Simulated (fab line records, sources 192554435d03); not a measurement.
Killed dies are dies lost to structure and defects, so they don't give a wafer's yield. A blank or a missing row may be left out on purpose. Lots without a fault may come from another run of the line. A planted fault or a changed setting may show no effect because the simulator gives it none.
Which tool did it? | flow n5_finfet | 24 lots, 72 wafers sampled, at 5 steps of a route of 1938

WHAT THE GAUGES READ, wafer by wafer
N5_BEOL_M10_OCD_MEAS_38.
lot  | measured     | on     | trench_depth_nm (nm)
L074 | day 10 00:57 | ocd-01 | 142 148 146
L075 | day 10 08:15 | ocd-01 | 146 148 146
L076 | day 11 00:34 | ocd-01 | 149 147 143
L077 | day 11 05:49 | ocd-02 | 149 145 149
L080 | day 11 10:59 | ocd-02 | 151 148 150
L078 | day 11 15:29 | ocd-02 | 147 143 142
L079 | day 11 16:08 | ocd-01 | 151 145 145
L081 | day 12 01:38 | ocd-02 | 147 147 150
L083 | day 12 03:58 | ocd-01 | 147 149 153
L082 | day 12 11:03 | ocd-01 | 147 151 150
L084 | day 12 19:15 | ocd-02 | 152 149 148
L085 | day 12 19:43 | ocd-02 | 146 148 149
L086 | day 13 09:00 | ocd-02 | 146 141 142
L087 | day 13 12:37 | ocd-02 | 143 152 153
L089 | day 13 16:07 | ocd-02 | 146 150 141
L088 | day 13 20:50 | ocd-02 | 151 143 152
L091 | day 13 21:18 | ocd-02 | 150 143 153
L090 | day 14 06:35 | ocd-02 | 153 154 154
L092 | day 14 15:53 | ocd-01 | 153 145 151
L093 | day 14 23:16 | ocd-01 | 147 152 149
L095 | day 15 17:32 | ocd-02 | 149 150 147
L096 | day 16 09:58 | ocd-01 | 145 146 151
L094 | day 16 10:25 | ocd-02 | 154 150 149
L097 | day 16 14:23 | ocd-02 | 152 154 153

N5_BEOL_M11_CD_MEAS_11: target cd 64.1 nm.
lot  | measured     | on        | cd_nm (nm)
L074 | day 10 06:40 | cd_sem-01 | 64.3 63.5 64.3
L075 | day 10 12:55 | cd_sem-03 | 64.0 64.2 63.8
L076 | day 11 06:32 | cd_sem-02 | 64.5 64.4 63.9
L077 | day 11 10:19 | cd_sem-02 | 63.1 63.1 63.5
L080 | day 11 16:47 | cd_sem-01 | 63.8 62.6 63.6
L078 | day 11 22:22 | cd_sem-03 | 63.2 62.6 63.4
L079 | day 11 22:32 | cd_sem-03 | 63.2 63.2 63.7
L081 | day 12 07:23 | cd_sem-01 | 63.4 62.8 63.1
L083 | day 12 11:19 | cd_sem-03 | 62.9 63.5 63.1
L082 | day 12 16:03 | cd_sem-01 | 64.6 63.4 63.9
L084 | day 13 00:23 | cd_sem-03 | 63.8 63.2 63.1
L085 | day 13 00:26 | cd_sem-03 | 63.6 63.4 64.1
L086 | day 13 14:12 | cd_sem-01 | 63.7 64.2 64.2
L087 | day 13 17:19 | cd_sem-01 | 63.6 63.8 64.2
L089 | day 13 21:19 | cd_sem-01 | 63.6 62.9 63.0
L088 | day 14 02:44 | cd_sem-03 | 63.5 63.6 64.3
L091 | day 14 03:07 | cd_sem-03 | 63.4 63.5 62.5
L090 | day 14 12:51 | cd_sem-01 | 63.3 63.3 63.4
L092 | day 14 20:40 | cd_sem-02 | 64.4 62.8 63.4
L093 | day 15 14:01 | cd_sem-01 | 63.4 63.4 63.0
L095 | day 15 21:16 | cd_sem-01 | 63.2 63.9 64.1
L096 | day 16 14:56 | cd_sem-03 | 63.8 63.5 63.7
L094 | day 16 15:05 | cd_sem-01 | 63.6 63.3 63.4
L097 | day 16 19:16 | cd_sem-02 | 63.4 64.0 63.4

N5_BEOL_M11_OVL_MEAS_29.
lot  | measured     | on         | V10_OVL (nm)
L074 | day 10 07:37 | overlay-02 | 1.0 0.3 0.6
L075 | day 10 16:08 | overlay-01 | 0.8 0.1 0.3
L076 | day 11 07:37 | overlay-02 | -0.4 -0.4 -0.8
L077 | day 11 12:46 | overlay-01 | -0.7 0.5 0.0
L080 | day 11 21:07 | overlay-01 | 0.9 0.5 0.2
L078 | day 12 00:55 | overlay-02 | -0.3 0.6 -0.5
L079 | day 12 01:38 | overlay-01 | -0.3 -0.1 -0.8
L081 | day 12 10:38 | overlay-02 | 0.4 0.1 -0.5
L083 | day 12 13:59 | overlay-02 | -0.4 -0.8 -0.2
L082 | day 12 18:42 | overlay-02 | -0.1 0.5 0.6
L084 | day 13 02:32 | overlay-02 | -0.1 0.3 -0.9
L085 | day 13 02:42 | overlay-01 | 0.4 0.6 0.6
L086 | day 13 15:46 | overlay-01 | -0.4 -0.2 -0.9
L087 | day 13 20:17 | overlay-01 | -0.6 0.2 -0.4
L089 | day 13 22:23 | overlay-01 | 0.0 -0.4 0.5
L088 | day 14 06:11 | overlay-01 | -1.4 0.1 -0.6
L091 | day 14 05:52 | overlay-02 | 1.1 1.8 2.0
L090 | day 14 15:20 | overlay-02 | 0.9 1.0 0.6
L092 | day 14 22:43 | overlay-02 | -0.4 -0.8 -0.1
L093 | day 15 15:05 | overlay-02 | -1.0 -0.6 -1.0
L095 | day 15 23:06 | overlay-01 | -1.0 -0.9 -0.8
L096 | day 16 15:57 | overlay-02 | 1.0 0.1 -0.2
L094 | day 16 18:28 | overlay-02 | 0.9 0.4 0.8
L097 | day 16 22:09 | overlay-02 | 0.1 0.6 -0.7

WHICH TOOL RAN EACH LOT (tool, then ch and the chambers of the sampled wafers, then the start)
lot  | N5_BEOL_M10_DEGAS_44         | N5_BEOL_M11_ETCH_62
L074 | pvd_sputter-01, day 10 01:47 | rie_diel-03 ch 2,3, day 10 06:50
L075 | pvd_sputter-01, day 10 09:07 | rie_diel-02 ch 0,1, day 10 13:06
L076 | pvd_sputter-03, day 11 01:35 | rie_diel-03 ch 1,3, day 11 06:43
L077 | pvd_sputter-02, day 11 06:27 | rie_diel-03 ch 0,1,3, day 11 10:40
L080 | pvd_sputter-01, day 11 13:29 | rie_diel-02 ch 1,2,3, day 11 16:58
L078 | pvd_sputter-03, day 11 16:20 | rie_diel-04 ch 1,2,3, day 11 22:32
L079 | pvd_sputter-01, day 11 17:01 | rie_diel-03 ch 1,2,3, day 11 22:43
L081 | pvd_sputter-02, day 12 02:10 | rie_diel-03 ch 0,3, day 12 07:34
L083 | pvd_sputter-03, day 12 06:56 | rie_diel-04 ch 0,2, day 12 12:27
L082 | pvd_sputter-03, day 12 11:52 | rie_diel-04 ch 2,3, day 12 16:16
L084 | pvd_sputter-02, day 12 19:51 | rie_diel-04 ch 1,3, day 13 00:34
L085 | pvd_sputter-03, day 12 20:37 | rie_diel-02 ch 2,3, day 13 00:50
L086 | pvd_sputter-03, day 13 10:23 | rie_diel-03 ch 0,1,2, day 13 14:41
L087 | pvd_sputter-02, day 13 13:08 | rie_diel-02 ch 0,2, day 13 17:29
L089 | pvd_sputter-03, day 13 16:59 | rie_diel-03 ch 0,1,2, day 13 21:40
L088 | pvd_sputter-02, day 13 21:35 | rie_diel-02 ch 0,3, day 14 03:29
L091 | pvd_sputter-02, day 13 22:08 | rie_diel-02 ch 0,1,2, day 14 03:46
L090 | pvd_sputter-02, day 14 07:29 | rie_diel-02 ch 0,1,3, day 14 13:02
L092 | pvd_sputter-02, day 14 16:26 | rie_diel-04 ch 0,2,3, day 14 20:56
L093 | pvd_sputter-01, day 15 00:19 | rie_diel-03 ch 0,1,2, day 15 14:11
L095 | pvd_sputter-02, day 15 18:20 | rie_diel-04 ch 0,1,2, day 15 21:27
L096 | pvd_sputter-01, day 16 10:53 | rie_diel-03 ch 1,2,3, day 16 15:06
L094 | pvd_sputter-01, day 16 10:58 | rie_diel-04 ch 0,1,2, day 16 15:16
L097 | pvd_sputter-03, day 16 15:07 | rie_diel-04 ch 1,2, day 16 19:35
- N5_BEOL_M10_DEGAS_44: time 60 s.
- N5_BEOL_M11_ETCH_62: etches SOC in N2/H2, target depth 110 nm, overetch 22 nm, time 165 s.

WHAT THE TOOLS THEMSELVES READ (means of the sampled wafers that have a number; where no wafer has one, the mark that the record gives instead)
N5_BEOL_M10_DEGAS_44.
lot  | tool           | heater_power_w (W)
L074 | pvd_sputter-01 | 317
L075 | pvd_sputter-01 | 316
L076 | pvd_sputter-03 | 314
L077 | pvd_sputter-02 | 325
L080 | pvd_sputter-01 | 312
L078 | pvd_sputter-03 | 324
L079 | pvd_sputter-01 | 312
L081 | pvd_sputter-02 | 371
L083 | pvd_sputter-03 | 323
L082 | pvd_sputter-03 | 308
L084 | pvd_sputter-02 | 284
L085 | pvd_sputter-03 | 318
L086 | pvd_sputter-03 | 303
L087 | pvd_sputter-02 | 371
L089 | pvd_sputter-03 | 316
L088 | pvd_sputter-02 | 325
L091 | pvd_sputter-02 | 350
L090 | pvd_sputter-02 | 281
L092 | pvd_sputter-02 | 351
L093 | pvd_sputter-01 | 320
L095 | pvd_sputter-02 | 324
L096 | pvd_sputter-01 | 300
L094 | pvd_sputter-01 | 315
L097 | pvd_sputter-03 | 320

N5_BEOL_M11_ETCH_62.
lot  | tool        | chamber_pressure_mTorr (mTorr) | drypump_motor_current_A (A) | oes_product_au (a.u.) | rf_vpp_V (V) | showerhead_plenum_p_Torr (Torr) | throttle_valve_pct (%)
L074 | rie_diel-03 | 30.004                         | 5.4                         | 0.71                  | 526.9        | 2.64                            | 17.65
L075 | rie_diel-02 | 29.970                         | 5.3                         | 0.66                  | 524.6        | 2.55                            | 17.73
L076 | rie_diel-03 | 30.009                         | 5.9                         | 0.66                  | 522.8        | 2.50                            | 17.82
L077 | rie_diel-03 | 30.001                         | 5.8                         | 0.66                  | 523.2        | 2.54                            | 17.81
L080 | rie_diel-02 | 30.002                         | 6.2                         | 0.72                  | 526.5        | 2.62                            | 17.59
L078 | rie_diel-04 | 29.995                         | 5.9                         | 0.67                  | 526.2        | 2.62                            | 17.67
L079 | rie_diel-03 | 30.016                         | 5.6                         | 0.67                  | 523.9        | 2.55                            | 17.79
L081 | rie_diel-03 | 29.994                         | 5.7                         | 0.69                  | 525.8        | 2.64                            | 17.69
L083 | rie_diel-04 | 29.976                         | 5.7                         | 0.60                  | 525.2        | 2.58                            | 18.09
L082 | rie_diel-04 | 30.018                         | 5.7                         | 0.66                  | 525.5        | 2.62                            | 17.83
L084 | rie_diel-04 | 30.013                         | 6.1                         | 0.67                  | 525.9        | 2.62                            | 17.51
L085 | rie_diel-02 | 29.956                         | 6.6                         | 0.72                  | 526.4        | 2.67                            | 17.68
L086 | rie_diel-03 | 30.012                         | 5.6                         | 0.63                  | 522.9        | 2.49                            | 17.93
L087 | rie_diel-02 | 29.986                         | 6.1                         | 0.66                  | 524.8        | 2.56                            | 17.80
L089 | rie_diel-03 | 30.009                         | 5.6                         | 0.63                  | 523.2        | 2.49                            | 17.93
L088 | rie_diel-02 | 29.995                         | 5.6                         | 0.62                  | 524.5        | 2.56                            | 18.08
L091 | rie_diel-02 | 29.996                         | 5.7                         | 0.65                  | 523.8        | 2.55                            | 17.80
L090 | rie_diel-02 | 29.987                         | 5.7                         | 0.65                  | 525.2        | 2.58                            | 17.86
L092 | rie_diel-04 | 29.992                         | 5.7                         | 0.66                  | 525.0        | 2.57                            | 17.84
L093 | rie_diel-03 | 29.968                         | 5.6                         | 0.62                  | 522.2        | 2.48                            | 17.95
L095 | rie_diel-04 | 30.005                         | 5.9                         | 0.60                  | 525.0        | 2.57                            | 17.93
L096 | rie_diel-03 | 30.014                         | 5.5                         | 0.64                  | 522.8        | 2.53                            | 17.85
L094 | rie_diel-04 | 30.020                         | 5.9                         | 0.59                  | 525.1        | 2.57                            | 17.95
L097 | rie_diel-04 | 29.979                         | 6.1                         | 0.60                  | 526.3        | 2.62                            | 17.79

THE ANSWER, worked out from the rows above alone
Rule: what is usual is taken from the lots themselves. Put in order of their means at a reading, lots are off if they are a third of the lots or fewer, leave a main group of 4 or more, and stand apart from it by a gap of 3 or more times the standard deviation of the main group's means; of several such gaps the widest counts. A main group whose means are all the same, to the digits that the tables above print for the reading, isn't used. A lot without any number at a reading at which 4 lots or more have one is off too. The other lots that the step has rows for count as sound. The gauges are gone through in route order, then the tools' own readings, and for those a lot's mean is taken as printed above. The first step at which some lot is off is used, and at that step the reading that is off furthest; a lot without a number counts as furthest.
No lot is off at any reading shown: from this, nothing can be told.

WHAT THE SIMULATOR HAD PUT IN
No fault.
